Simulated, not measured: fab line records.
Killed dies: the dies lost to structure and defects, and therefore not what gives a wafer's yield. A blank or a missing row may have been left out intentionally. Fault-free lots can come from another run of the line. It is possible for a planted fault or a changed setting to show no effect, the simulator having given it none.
Matching of chambers    flow n5-finfet    N5_FIN_SAQP_HM_OPEN_73 on rie-diel-03: 4 sister chambers
The step chemistry CHF3/O2, target SiO2, stops on a-Si, target depth 12 nm, time 16.8 s. 8 wafers are shown with their chamber, then 7 later ones without.

## WAFERS PAIRED WITH THEIR CHAMBERS
wafer   chamber  drypump-motor-current-A (A)  throttle-valve-pct (%)
L078.2  1        5.79                         18.6
L080.2  3        5.14                         18.8
L082.6  0        5.34                         19.3
L085.2  1        5.79                         18.6
L085.4  2        6.30                         18.8
L085.6  3        5.14                         18.8
L088.1  2        6.28                         18.8
L088.4  0        5.30                         19.4

## WAFERS WHOSE CHAMBER IS MISSING
wafer   drypump-motor-current-A (A)  throttle-valve-pct (%)
L088.5  5.31                         19.4
L093.2  5.77                         18.6
L093.4  6.28                         18.8
L093.6  5.78                         18.6
L094.4  5.79                         18.6
L094.5  5.14                         18.8
L094.6  6.31                         18.8

## THE CHAMBER EACH PASSED THROUGH
wafer   from the rows above  in truth
L088.5  0                    0
L093.2  1                    1
L093.4  2                    2
L093.6  1                    1
L094.4  1                    1
L094.5  3                    3
L094.6  2                    2
7 of 7 placed correctly. Left unplaced by these rows: 0. Number placed wrongly: 0.
How it was worked out, from the rows above alone: a wafer's distance from a chamber is the root of the sum, over the readings, of the square of ((its reading less the chamber's mean) divided by the reading's scatter). If the next closest chamber is less than 2 further off than the closest, the wafer can't be placed; otherwise it belongs to the closest. The mean given for a chamber averages the wafers shown for that chamber. The scatter is the square root of a quotient: the sum, over the shown wafers, of each reading's squared deviation from its chamber's mean, divided by wafers minus chambers.
